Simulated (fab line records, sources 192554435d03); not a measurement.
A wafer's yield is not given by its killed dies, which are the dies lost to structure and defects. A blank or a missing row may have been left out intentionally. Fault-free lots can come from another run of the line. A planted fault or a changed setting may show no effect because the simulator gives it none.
Code-filled problem report in 8D (eight disciplines) form | flow n5Finfet | the parts of the form that need people (team, actions taken, sign-off) are left out

== 1. WHAT IS WRONG ==
Mean of runLengthS at N5_BEOL_M4_ETCH_70: 145.5 s across 3 wafers in 3 lots; on wafers with no fault it is 153.3 s (standard deviation 0.51). That puts it -15 standard deviations away from the usual mean.
The step: etches SOC in N2/H2, target depth 80 nm, overetch 24 nm, time 130 s.
First seen on wafer L429.6, day 10 18:47, on rieDiel-02. The record has a number at this step for 24 wafers belonging to 9 lots. Rule for "out" (also "out of limits"): further than 4 standard deviations from the usual mean. Any other wafer with a number is counted as sound.

== 2. WHAT IT IS, WHAT IT ISN'T ==
question                    | is                     | is not
which readings at this step | runLengthS             | drypumpMotorCurrentA, oesProductAu, rfVppV, showerheadPlenumPTorr, throttleValvePct
which lots                  | L429, L431, L433       | L421, L422, L430, L437, L438, L440
which wafers of those lots  | L429.6, L431.6, L433.2 | L429.5, L431.4, L433.4
read on which tools         | rieDiel-02             | rieDiel-01, rieDiel-05
when                        | from day 10 18:47      | up to then (7 sound wafers); but 14 sound wafers of L430, L431, L433, L437, L438, L440 came after

== 3. SUSPECTS, AND WHAT RULES EACH OUT ==
Counting: a tool at a process step up to the reading stays a suspect if it ran every lot that is out. Sound lots after the first of them don't rule it out here, since some wafers of a struck lot are sound.
- rieDiel-02 at N5_BEOL_M4_ETCH_70 (etches SOC in N2/H2, target depth 80 nm, overetch 24 nm, time 130 s): kept. It ran every lot that is out, first L429 (day 10 18:47); its last sound lot up to then is L422 (day 8 22:54). Out on those wafers are its own readings of runLengthS.
Left after counting: rieDiel-02 at N5_BEOL_M4_ETCH_70.

== 4. THE CAUSE (what the simulator had put in) ==
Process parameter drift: rieDiel-02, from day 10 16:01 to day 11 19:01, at N5_BEOL_M4_ETCH_70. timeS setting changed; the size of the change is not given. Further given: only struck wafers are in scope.
After counting, this tool was the only one left.

== 5. THE CHAIN OF EFFECTS, in route order ==
Each row: a reading where the mean over the struck wafers with a number is more than 3 standard deviations away from the usual. Only readings whose record carries a usual standard deviation are examined. hours: median over the lots of the time between each lot's start at the first step of this table that gives one and its start at this step. sigmas: the change, counted in usual standard deviations.
hours | step               | reading    | usual   | on struck wafers | change | sigmas
0     | N5_BEOL_M4_ETCH_70 | runLengthS | 153.3 s | 145.5            | -7.8   | -15
Its process steps:
- N5_BEOL_M4_ETCH_70: etches SOC in N2/H2, target depth 80 nm, overetch 24 nm, time 130 s.
At these later measuring or inspecting steps, every struck wafer for which the step has a row has a number for every such reading, and none has moved that far: N5_BEOL_M4_RC_MEAS_101.

== 6. WHAT WOULD HAVE CAUGHT IT SOONER ==
3 hours passed between the start of the fault at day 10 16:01 and the first reading out of limits in this record, taken at day 10 18:47.
